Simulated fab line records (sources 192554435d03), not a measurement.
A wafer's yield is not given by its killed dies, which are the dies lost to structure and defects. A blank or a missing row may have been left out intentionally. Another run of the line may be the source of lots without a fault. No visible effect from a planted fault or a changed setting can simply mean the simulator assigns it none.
Matching of chambers / flow n5_finfet / N5_BEOL_M8_ILD_DEP_00 on pecvd-04: 3 sister chambers
The step deposits SiCOH lowk from DEMS/porogen, target thk 179.75 nm, time 33.4 s. 3 wafers are shown with their chamber, then 8 later ones without.

EACH WAFER AND ITS CHAMBER
wafer=L085.3; chamber=2; heater_power_w (W)=325
wafer=L091.5; chamber=0; heater_power_w (W)=444
wafer=L092.2; chamber=1; heater_power_w (W)=355

WAFERS WHOSE CHAMBER IS MISSING
wafer=L092.4; heater_power_w (W)=377
wafer=L092.6; heater_power_w (W)=424
wafer=L095.4; heater_power_w (W)=378
wafer=L095.5; heater_power_w (W)=444
wafer=L095.6; heater_power_w (W)=320
wafer=L096.1; heater_power_w (W)=370
wafer=L096.3; heater_power_w (W)=417
wafer=L096.5; heater_power_w (W)=256

EACH ONE'S CHAMBER
wafer=L092.4; from the rows above=can't be placed: 1 or 2 or 0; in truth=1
wafer=L092.6; from the rows above=can't be placed: 0 or 1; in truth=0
wafer=L095.4; from the rows above=can't be placed: 1 or 2 or 0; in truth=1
wafer=L095.5; from the rows above=0; in truth=0
wafer=L095.6; from the rows above=can't be placed: 2 or 1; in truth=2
wafer=L096.1; from the rows above=can't be placed: 1 or 2 or 0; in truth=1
wafer=L096.3; from the rows above=can't be placed: 0 or 1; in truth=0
wafer=L096.5; from the rows above=can't be placed: 2 or 1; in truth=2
Correctly placed: 1 of 8. Cannot be placed on the basis of these rows: 7; the candidates contain the true chamber in 7. Number placed wrongly: 0.
How it was worked out, from the rows above alone: a wafer's distance from a chamber is the root of the sum, over the readings, of the square of ((its reading less the chamber's mean) divided by the reading's scatter). The wafer belongs to the nearest chamber; if the next one is less than 2 further off, it can't be placed. Each chamber's mean is taken over the wafers shown for it. The scatter (one wafer shown for each chamber): square how far every hidden wafer sits from the nearest shown wafer, average those squares and take the square root.
